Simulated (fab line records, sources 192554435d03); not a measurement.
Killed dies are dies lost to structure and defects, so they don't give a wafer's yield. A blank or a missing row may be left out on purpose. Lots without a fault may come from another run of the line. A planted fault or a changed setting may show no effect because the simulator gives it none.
Chamber matching | flow n5_finfet | N5_BEOL_M9_PECVD_70 on pecvd-02: 3 sister chambers
The step deposits SiO2 from TEOS/O2, target thk 20 nm, time 22.7 s. 20 wafers are shown with their chamber, then 10 later ones without.

WAFERS WITH THEIR CHAMBER
wafer  | chamber | throttle_valve_pct (%) | showerhead_plenum_p_Torr (Torr) | heater_power_w (W)
L076.1 | 1       | 21.6                   | 8.78                            | 849
L076.2 | 0       | 23.1                   | 8.76                            | 996
L076.4 | 2       | 22.6                   | 8.86                            | 754
L083.1 | 0       | 23.1                   | 8.76                            | 999
L083.2 | 2       | 23.1                   | 8.88                            | 645
L083.6 | 0       | 23.1                   | 8.79                            | 985
L080.1 | 1       | 21.6                   | 8.80                            | 971
L080.2 | 0       | 23.4                   | 8.76                            | 999
L080.4 | 1       | 21.4                   | 8.80                            | 994
L084.3 | 1       | 21.3                   | 8.79                            | 1014
L084.5 | 0       | 23.2                   | 8.77                            | 938
L084.6 | 1       | 20.9                   | 8.80                            | 1009
L085.1 | 2       | 23.1                   | 8.87                            | 639
L085.3 | 1       | 21.4                   | 8.80                            | 1032
L085.5 | 0       | 23.0                   | 8.76                            | 1007
L088.1 | 0       | 23.2                   | 8.77                            | 919
L088.4 | 1       | 21.4                   | 8.78                            | 1084
L088.5 | 2       | 23.1                   | 8.85                            | 791
L090.3 | 0       | 23.2                   | 8.76                            | 916
L090.4 | 0       | 23.1                   | 8.75                            | 918

SIGNATURES (means of the wafers above)
reading                  | chamber 0 | chamber 1 | chamber 2 | scatter within a chamber
throttle_valve_pct       | 23.156    | 21.371    | 22.975    | 0.192
showerhead_plenum_p_Torr | 8.7644    | 8.7929    | 8.8650    | 0.011
heater_power_w           | 964.11    | 993.29    | 707.25    | 60.6
Rule: a wafer's distance from a chamber is the root of the sum, over the readings, of the square of ((its reading less the chamber's mean) divided by the reading's scatter). The wafer belongs to the nearest chamber; if the next one is less than 2 further off, it can't be placed. The scatter: the root of (the sum of the squares of (reading less its chamber's mean) over the shown wafers, divided by (wafers less chambers)).

WAFERS WITHOUT THEIR CHAMBER
wafer  | throttle_valve_pct (%) | showerhead_plenum_p_Torr (Torr) | heater_power_w (W)
L090.6 | 21.6                   | 8.77                            | 1026
L089.3 | 23.3                   | 8.86                            | 735
L089.5 | 21.4                   | 8.77                            | 1025
L089.6 | 23.5                   | 8.83                            | 736
L093.1 | 21.0                   | 8.79                            | 1075
L093.2 | 23.1                   | 8.75                            | 961
L093.4 | 23.4                   | 8.78                            | 938
L095.2 | 23.3                   | 8.91                            | 775
L095.3 | 23.5                   | 8.79                            | 927
L095.4 | 22.9                   | 8.78                            | 972

WHICH CHAMBER EACH WENT THROUGH
wafer  | from the rows above | in truth
L090.6 | 1                   | 1
L089.3 | 2                   | 2
L089.5 | 1                   | 1
L089.6 | 2                   | 2
L093.1 | 1                   | 1
L093.2 | 0                   | 0
L093.4 | 0                   | 0
L095.2 | 2                   | 2
L095.3 | 0                   | 0
L095.4 | 0                   | 0
Placed correctly: 10 of 10. Can't be placed from these rows: 0. Placed wrongly: 0.
